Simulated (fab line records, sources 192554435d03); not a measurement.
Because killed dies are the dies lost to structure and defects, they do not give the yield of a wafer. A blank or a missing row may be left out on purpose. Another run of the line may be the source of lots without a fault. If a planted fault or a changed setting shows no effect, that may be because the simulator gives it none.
fab line records -- flow n5_finfet
record lots=9, wafers=27, last_day=19
route steps=1938 shown BEOL_M0_SAQP@635 BEOL_M4@1111
lots that met no fault: taken from a fault-free run of the same line
start_h: start of the lot's first displayed wafer, in hours after the record's first day -- wait_h: hours since the lot's step before -- " as in the row above -- L1.1+2: several wafers, shown together as one row -- - value missing, or start not given -- * or withheld: withheld -- < > ~ a bound
route shown NAME@n: NAME is a module with steps in the file, n the number in the route of the first one -- usual: the fault-free wafers' mean and standard deviation -- same: alike in all rows -- chamber/n: place in a boat -- sites: readings site by site -- _std_site: the values' standard deviation -- _edge_site: outer sites' mean less inner sites' -- radius_mm: for every site, how far away it sits from the centre of the wafer -- mask NAME#n: copy n -- behind: the most recent tool/chamber to have shaped the wafer -- hold: why the lot was held/for how many hours/how that ended -- device: which transistor (n, p or np) failed to switch -- end of line: the tests these same wafers got at the end of their route -- a step without rows: its recipe alone -- killed: at the first sort, the dies lost to defects and structure; wafer yield is something else -- map: dies across one wafer; x = killed, . = not, _ = none there
set.NAME: the setting the step ran with; set.NAME@STEP: the setting that earlier step ran with -- model.NAME: the simulator's own value behind a step, which no gauge read
steps of the route over a sample of lots; a table a step, a row a wafer
services: a tool's chamber out of use, with start hour (start_h, from the record's first day; less than 0 if before it), hours out, and reason
## steps
# step N5_BEOL_M0_SAQP_PECVD_03
# recipe material=SiCN, target_thk_a=120, temp_c=withheld, precursor=3MS/NH3, pressure_torr=3, rf_w=202, time_s=21.1
# usual showerhead_plenum_p_Torr=3.674/0.02, throttle_valve_pct=9.0/0.55
lot.wafer,tool,chamber,start_h,wait_h,showerhead_plenum_p_Torr,since_wet_clean_h,throttle_valve_pct
L100.1,pecvd-01,1,110.60,0.1,3.706,1358,9.6
L100.3,pecvd-01,0,110.60,0.1,3.675,633,8.7
L100.6,pecvd-01,0,110.60,0.1,3.666,-,8.7
L101.2,pecvd-01,0,122.32,0.1,3.672,645,8.6
L101.4,pecvd-01,2,122.32,0.1,3.684,-,8.0
L101.6,pecvd-01,0,122.32,0.1,3.678,-,8.5
L105.1,pecvd-04,0,140.25,0.1,3.685,1025,9.2
L105.4,pecvd-04,2,140.25,0.1,3.685,-,8.6
L105.6,pecvd-04,1,140.25,0.1,3.650,-,8.7
L106.1,pecvd-01,1,144.62,0.1,3.705,1392,9.8
L106.4,pecvd-01,1,144.62,0.1,3.709,-,10.0
L106.6,pecvd-01,2,144.62,0.1,3.673,-,8.1
L110.1,pecvd-04,2,171.97,0.1,3.678,303,8.8
L110.4,pecvd-04,1,171.97,0.1,3.648,-,8.8
L110.6,pecvd-04,0,171.97,0.1,3.676,-,9.6
L116.3,pecvd-04,2,206.61,0.1,3.679,338,8.9
L116.4,pecvd-04,1,206.61,0.1,3.636,-,8.6
L116.5,pecvd-04,2,206.61,0.1,3.677,-,8.6
L121.2,pecvd-04,1,234.45,0.1,3.638,1845,8.5
L121.5,pecvd-04,1,234.45,0.1,3.655,-,8.4
L121.6,pecvd-04,0,234.45,0.1,3.675,-,9.3
L122.2,pecvd-04,0,245.23,0.1,3.665,1130,9.4
L122.4,pecvd-04,1,245.23,0.1,3.640,-,8.7
L122.5,pecvd-04,2,245.23,0.1,3.696,-,8.7
L123.2,pecvd-02,2,248.37,0.1,3.683,561,9.5
L123.3,pecvd-02,1,248.37,0.1,3.649,2040,8.5
L123.6,pecvd-02,2,248.37,0.1,3.668,-,9.2
# step N5_BEOL_M0_SAQP_PECVD_97
# recipe material=SiNx, target_thk_a=230, temp_c=350, precursor=SiH4/NH3/N2, pressure_torr=1.5, rf_w=300, time_s=19.9
# usual heater_power_w=555/67, showerhead_plenum_p_Torr=5.19/0.097, throttle_valve_pct=39.6/2.4
lot.wafer,tool,chamber,start_h,wait_h,heater_power_w,showerhead_plenum_p_Torr,since_wet_clean_h,throttle_valve_pct
L100.1,pecvd-01,1,110.67,0.0,489,5.36,1358,44.6
L100.3,pecvd-01,0,110.67,0.0,582,5.17,633,37.7
L100.6,pecvd-01,0,110.67,0.0,570,5.17,-,37.7
L101.2,pecvd-01,0,122.39,0.0,531,5.17,645,37.7
L101.4,pecvd-01,2,122.39,0.0,572,5.24,-,36.9
L101.6,pecvd-01,0,122.39,0.0,527,5.17,-,37.8
L105.1,pecvd-04,0,140.33,0.0,590,5.23,1025,41.5
L105.4,pecvd-04,2,140.33,0.0,725,5.21,-,37.8
L105.6,pecvd-04,1,140.33,0.0,504,5.02,-,38.2
L106.1,pecvd-01,1,144.70,0.0,463,5.35,1392,44.1
L106.4,pecvd-01,1,144.70,0.0,479,5.37,-,44.2
L106.6,pecvd-01,2,144.70,0.0,504,5.24,-,36.7
L110.1,pecvd-04,2,172.05,0.0,630,5.23,303,38.1
L110.4,pecvd-04,1,172.05,0.0,518,5.02,-,38.0
L110.6,pecvd-04,0,172.05,0.0,537,5.22,-,41.6
L116.3,pecvd-04,2,206.68,0.0,737,5.23,338,38.2
L116.4,pecvd-04,1,206.68,0.0,543,5.03,-,38.1
L116.5,pecvd-04,2,206.68,0.0,730,5.22,-,38.4
L121.2,pecvd-04,1,234.53,0.0,524,5.03,1845,38.3
L121.5,pecvd-04,1,234.53,0.0,524,5.02,-,38.3
L121.6,pecvd-04,0,234.53,0.0,548,5.22,-,41.4
L122.2,pecvd-04,0,245.30,0.0,574,5.20,1130,41.4
L122.4,pecvd-04,1,245.30,0.0,503,5.03,-,38.0
L122.5,pecvd-04,2,245.30,0.0,678,5.22,-,38.8
L123.2,pecvd-02,2,248.44,0.0,622,5.20,561,40.5
L123.3,pecvd-02,1,248.44,0.0,578,5.03,2040,37.6
L123.6,pecvd-02,2,248.44,0.0,632,5.20,-,40.8
# step N5_BEOL_M0_SAQP_DESCUM_19
# recipe chemistry=O2, time_s=7.9, source_power_w=50, bias_power_w=20, pressure_mtorr=20, rf_frequency_hz=2.712e+07, temp_c=40, resist=CAR-ArF, o2_flow_sccm=225
# usual chamber_pressure_mTorr=20.000/0.017, drypump_motor_current_A=5.8/0.46, oes_product_au=0.78/0.087, rf_vpp_V=243.2/1.4, showerhead_plenum_p_Torr=2.09/0.086, throttle_valve_pct=20.53/0.22
lot.wafer,tool,chamber,start_h,wait_h,chamber_pressure_mTorr,drypump_motor_current_A,oes_product_au,rf_hours_counter_h,rf_vpp_V,showerhead_plenum_p_Torr,throttle_valve_pct
L100.1,rie_diel-06,1,111.47,0.0,20.004,6.4,0.76,154,243.7,2.09,20.75
L100.3,rie_diel-06,3,111.47,0.0,20.002,6.0,0.72,177,242.3,1.99,20.58
L100.6,rie_diel-06,2,111.47,0.0,19.975,6.1,0.67,-,244.5,2.14,20.91
L101.2,rie_diel-05,1,123.10,0.0,19.995,5.6,0.70,206,242.3,2.16,20.47
L101.4,rie_diel-05,3,123.10,0.0,19.980,5.1,0.73,185,243.8,2.09,20.22
L101.6,rie_diel-05,0,123.10,0.0,20.019,5.8,0.70,-,242.4,2.05,20.60
L105.1,rie_diel-05,3,140.91,0.0,20.021,5.1,0.73,189,243.5,2.09,20.22
L105.4,rie_diel-05,1,140.91,0.0,19.986,5.6,0.69,210,245.0,2.16,20.47
L105.6,rie_diel-05,1,140.91,0.0,20.004,5.7,0.69,-,245.1,2.16,20.48
L106.1,rie_diel-05,0,145.52,0.2,20.000,5.8,0.71,241,243.2,2.05,20.61
L106.4,rie_diel-05,3,145.52,0.2,19.985,5.1,0.73,191,243.9,2.09,20.21
L106.6,rie_diel-05,2,145.52,0.2,20.009,6.0,0.77,-,244.7,2.18,20.78
L110.1,rie_diel-02,1,173.22,0.5,20.009,6.6,0.90,20,246.0,2.23,20.28
L110.4,rie_diel-02,0,173.22,0.5,20.004,6.2,0.69,244,243.8,2.13,20.09
L110.6,rie_diel-02,2,173.22,0.5,19.968,5.3,0.82,-,242.1,2.03,20.46
L116.3,rie_diel-05,0,207.29,0.0,20.011,5.7,1.00,1,242.9,2.05,20.28
L116.4,rie_diel-05,3,207.29,0.0,19.984,5.1,0.71,211,242.0,2.09,20.26
L116.5,rie_diel-05,1,207.29,0.0,20.000,5.7,0.67,-,244.9,2.15,20.50
L121.2,rie_diel-02,2,235.49,0.3,19.983,5.3,0.79,133,241.5,2.02,20.48
L121.5,rie_diel-02,2,235.49,0.3,19.992,5.3,0.79,-,241.5,2.02,20.49
L121.6,rie_diel-02,3,235.49,0.3,20.020,5.2,0.86,-,243.3,2.11,20.63
L122.2,rie_diel-06,3,245.88,0.0,20.014,6.0,0.69,219,242.1,1.98,20.66
L122.4,rie_diel-06,0,245.88,0.0,19.989,5.2,0.73,146,238.9,1.92,20.73
L122.5,rie_diel-06,3,245.88,0.0,20.000,6.0,0.69,-,240.5,1.98,20.64
L123.2,rie_diel-02,2,249.21,0.1,19.993,5.3,0.79,139,241.8,2.02,20.51
L123.3,rie_diel-02,3,249.21,0.1,20.018,5.2,0.87,62,242.3,2.11,20.65
L123.6,rie_diel-02,1,249.21,0.1,20.004,6.5,0.85,-,243.2,2.22,20.31
# step N5_BEOL_M0_SAQP_ETCH_84
# recipe chemistry=N2/H2, target=SOC, target_depth_a=1000, overetch_a=200, mask_material=SiARC, temp_c=40, time_s=150, ion_energy_ev=200, pressure_mtorr=30, source_w=840, bias_w=150, n2_flow_sccm=200, h2_flow_sccm=200
# usual chamber_pressure_mTorr=29.998/0.026, drypump_motor_current_A=5.8/0.46, h2_flow_sccm=200.0/0.6, n2_flow_sccm=199.9/0.57, oes_product_au=0.70/0.074, rf_vpp_V=523.8/3, run_length_s=173.4/0.38, showerhead_plenum_p_Torr=2.54/0.11, throttle_valve_pct=17.97/0.21
lot.wafer,tool,chamber,start_h,wait_h,chamber_pressure_mTorr,drypump_motor_current_A,h2_flow_sccm,n2_flow_sccm,oes_product_au,rf_hours_counter_h,rf_vpp_V,run_length_s,showerhead_plenum_p_Torr,throttle_valve_pct
L100.1,rie_diel-06,1,111.55,0.0,30.025,6.5,200.2,199.9,0.68,154,520.9,173.4,2.53,18.07
L100.3,rie_diel-06,3,111.55,0.0,30.018,6.0,200.2,199.2,0.65,177,520.6,173.1,2.41,17.97
L100.6,rie_diel-06,2,111.55,0.0,30.012,6.1,199.8,200.3,0.60,-,525.0,173.3,2.61,18.27
L101.2,rie_diel-05,1,123.18,0.0,30.017,5.7,200.5,200.0,0.63,206,526.3,173.5,2.63,18.01
L101.4,rie_diel-05,3,123.18,0.0,29.982,5.2,198.9,200.3,0.65,185,525.6,172.9,2.53,17.63
L101.6,rie_diel-05,0,123.18,0.0,29.974,5.8,200.5,199.6,0.64,-,524.6,173.2,2.49,18.08
L105.1,rie_diel-05,3,140.99,0.0,30.011,5.2,200.1,200.3,0.65,189,522.9,172.8,2.53,17.63
L105.4,rie_diel-05,1,140.99,0.0,29.992,5.6,200.9,201.1,0.62,210,526.4,173.7,2.63,18.03
L105.6,rie_diel-05,1,140.99,0.0,29.963,5.6,200.1,200.4,0.63,-,526.2,173.5,2.63,18.03
L106.1,rie_diel-05,0,145.61,0.0,30.007,5.8,200.4,199.9,0.64,241,523.0,173.5,2.49,18.10
L106.4,rie_diel-05,3,145.61,0.0,30.015,5.1,200.8,198.7,0.65,191,522.2,173.5,2.53,17.63
L106.6,rie_diel-05,2,145.61,0.0,29.981,6.0,199.4,198.9,0.69,-,527.5,173.8,2.67,18.29
L110.1,rie_diel-02,1,173.30,0.0,30.032,6.5,199.8,199.4,0.82,20,529.2,173.5,2.71,17.76
L110.4,rie_diel-02,0,173.30,0.0,29.981,6.1,199.7,200.1,0.63,244,525.0,173.1,2.62,17.78
L110.6,rie_diel-02,2,173.30,0.0,29.961,5.3,200.7,200.0,0.72,-,522.0,174.1,2.45,17.78
L116.3,rie_diel-05,0,207.38,0.0,30.018,5.8,200.0,199.8,0.87,1,522.0,173.4,2.49,17.71
L116.4,rie_diel-05,3,207.38,0.0,30.009,5.2,200.3,199.6,0.70,211,523.5,160.2,2.52,17.67
L116.5,rie_diel-05,1,207.38,0.0,29.981,5.7,200.3,199.7,0.62,-,526.4,173.3,2.62,18.04
L121.2,rie_diel-02,2,235.57,0.0,29.993,5.3,200.2,199.0,0.70,133,520.6,173.6,2.44,17.82
L121.5,rie_diel-02,2,235.57,0.0,30.054,5.3,200.8,199.6,0.70,-,521.9,173.5,2.44,17.82
L121.6,rie_diel-02,3,235.57,0.0,29.997,5.2,200.0,200.4,0.77,-,523.6,174.6,2.58,18.18
L122.2,rie_diel-06,3,245.97,0.0,29.987,6.0,199.5,199.5,0.63,219,520.2,172.8,2.39,18.05
L122.4,rie_diel-06,0,245.97,0.0,29.975,5.2,200.8,200.2,0.67,146,517.7,173.5,2.34,18.09
L122.5,rie_diel-06,3,245.97,0.0,30.037,6.0,200.8,199.9,0.62,-,520.8,172.9,2.39,18.06
L123.2,rie_diel-02,2,249.30,0.0,29.982,5.3,198.7,200.0,0.69,139,522.1,173.5,2.44,17.81
L123.3,rie_diel-02,3,249.30,0.0,29.989,5.2,200.0,200.4,0.78,62,524.1,174.0,2.58,18.18
L123.6,rie_diel-02,1,249.30,0.0,30.012,6.5,199.0,199.3,0.77,-,526.3,173.2,2.70,17.80
# step N5_BEOL_M4_RC_MEAS_101
# usual DIBL_N=35.8/1.7, DIBL_P=35.3/2, IOFF_N=0.150/0.026, IOFF_P=0.194/0.029, ION_N=667/11, ION_P=456/7.1, SS_N=71.4/0.65, SS_P=73.1/0.64, VT_N=251/3, VT_P=-252/3.2
lot.wafer,tool,chamber,start_h,wait_h,DIBL_N[mV/V],DIBL_P[mV/V],IOFF_N[nA/um],IOFF_P[nA/um],ION_N[uA/um],ION_P[uA/um],SS_N[mV/dec],SS_P[mV/dec],VT_N[mV],VT_P[mV]
L100.1,prober-01,0,209.88,0.0,36.5,36.8,0.156,0.193,678,461,72.2,73.0,253,-252
L100.3,prober-01,0,209.88,0.0,32.5,32.0,0.103,0.136,649,447,70.9,71.8,258,-258
L100.6,prober-01,0,209.88,0.0,35.6,36.5,0.150,0.190,675,466,71.2,74.1,250,-254
L101.2,prober-01,0,242.50,0.2,37.5,35.6,0.165,0.191,659,444,72.8,73.9,253,-255
L101.4,prober-01,0,242.50,0.2,38.0,37.8,0.195,0.236,665,447,72.9,74.3,246,-248
L101.6,prober-01,0,242.50,0.2,35.9,35.0,0.141,0.187,644,442,72.0,72.9,253,-253
L105.1,prober-02,0,248.07,0.0,33.9,32.9,0.125,0.150,669,448,71.4,72.4,255,-255
L105.4,prober-02,0,248.07,0.0,31.8,31.0,0.097,0.135,644,443,69.8,72.2,256,-257
L105.6,prober-02,0,248.07,0.0,34.2,33.7,0.125,0.157,662,453,71.0,72.5,253,-254
L106.1,prober-02,0,260.43,0.0,34.8,34.4,0.118,0.165,659,450,70.4,72.9,254,-255
L106.4,prober-02,0,260.43,0.0,35.6,35.2,0.126,0.167,649,448,71.1,72.2,254,-256
L106.6,prober-02,0,260.43,0.0,34.6,33.4,0.110,0.152,638,445,70.9,72.4,257,-259
L110.1,prober-02,0,276.82,0.0,33.9,32.9,0.124,0.169,660,451,71.0,72.6,254,-252
L110.4,prober-02,0,276.82,0.0,35.7,34.6,0.149,0.199,673,465,70.5,72.7,252,-251
L110.6,prober-02,0,276.82,0.0,36.5,34.1,0.156,0.182,665,450,70.8,72.6,251,-254
L116.3,prober-01,0,313.59,0.3,34.5,34.0,0.121,0.179,650,454,71.1,73.7,254,-250
L116.4,prober-01,0,313.59,0.3,34.4,32.9,0.116,0.167,656,451,70.8,72.8,255,-255
L116.5,prober-01,0,313.59,0.3,36.1,35.3,0.143,0.204,668,455,71.9,72.8,253,-251
L121.2,prober-01,0,344.32,0.2,34.3,34.8,0.117,0.170,668,463,70.9,73.4,255,-253
L121.5,prober-01,0,344.32,0.2,36.6,37.6,0.153,0.217,666,458,71.9,73.2,253,-251
L121.6,prober-01,0,344.32,0.2,34.5,35.9,0.129,0.184,674,463,71.3,73.1,252,-253
L122.2,prober-02,0,347.74,0.2,37.6,35.2,0.177,0.217,680,463,71.3,73.9,248,-248
L122.4,prober-02,0,347.74,0.2,36.5,35.3,0.159,0.212,669,461,70.4,72.7,250,-250
L122.5,prober-02,0,347.74,0.2,36.8,36.0,0.167,0.225,679,464,71.2,73.7,250,-252
L123.2,prober-02,0,349.58,0.2,36.4,37.8,0.167,0.192,676,457,71.4,73.8,247,-252
L123.3,prober-02,0,349.58,0.2,32.1,30.6,0.103,0.114,649,443,70.6,71.6,255,-260
L123.6,prober-02,0,349.58,0.2,38.1,38.0,0.195,0.186,674,452,72.7,73.5,247,-255
## services
tool,chamber,start_h,hours,kind
rie_diel-06,0,117.80,3.6,repair
pecvd-02,0,125.05,9.5,repair
pecvd-01,1,131.99,5.0,scheduled_down
rie_diel-02,-,145.67,1.1,repair
pecvd-01,-,164.40,1.5,repair
rie_diel-06,3,177.16,1.4,repair
rie_diel-05,0,186.26,-,clean
rie_diel-05,0,186.26,-,consumable_replace:focus_ring
rie_diel-05,0,186.26,17.9,scheduled_down
rie_diel-05,0,186.26,17.9,vent_cycle
rie_diel-06,1,192.14,6.6,repair
pecvd-01,-,195.97,1.0,repair
rie_diel-02,0,198.85,-,clean
rie_diel-02,0,198.85,-,consumable_replace:focus_ring
rie_diel-02,0,198.85,22.0,scheduled_down
rie_diel-02,0,198.85,22.0,vent_cycle
pecvd-01,0,199.32,2.1,scheduled_down
pecvd-01,2,202.38,-,clean
pecvd-01,2,202.38,-,consumable_replace:showerhead
pecvd-01,2,202.38,29.0,scheduled_down
rie_diel-06,3,210.04,5.9,repair
rie_diel-05,-,215.11,2.8,pm
pecvd-01,-,227.82,5.1,repair
pecvd-04,0,248.19,5.5,scheduled_down
## key
first_sign step=N5_BEOL_M0_SAQP_ETCH_84, reading=run_length_s, direction=down, sigmas=35, usual=*, struck=*
effect none on later readings
met_at N5_BEOL_M0_SAQP_ETCH_84
struck_lots L116
struck_wafers L116.4
not_acting_at N5_BEOL_M0_SAQP_PECVD_03,N5_BEOL_M0_SAQP_PECVD_97,N5_BEOL_M0_SAQP_DESCUM_19
onset_between 145.61 207.38
fault kind=process_parameter_drift, tool=rie_diel-05, chamber=3, onset_h=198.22, steps=N5_BEOL_M0_SAQP_ETCH_84, channel=time_s, offset=*, shape=step, end_h=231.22, acts_in=*, stated=*
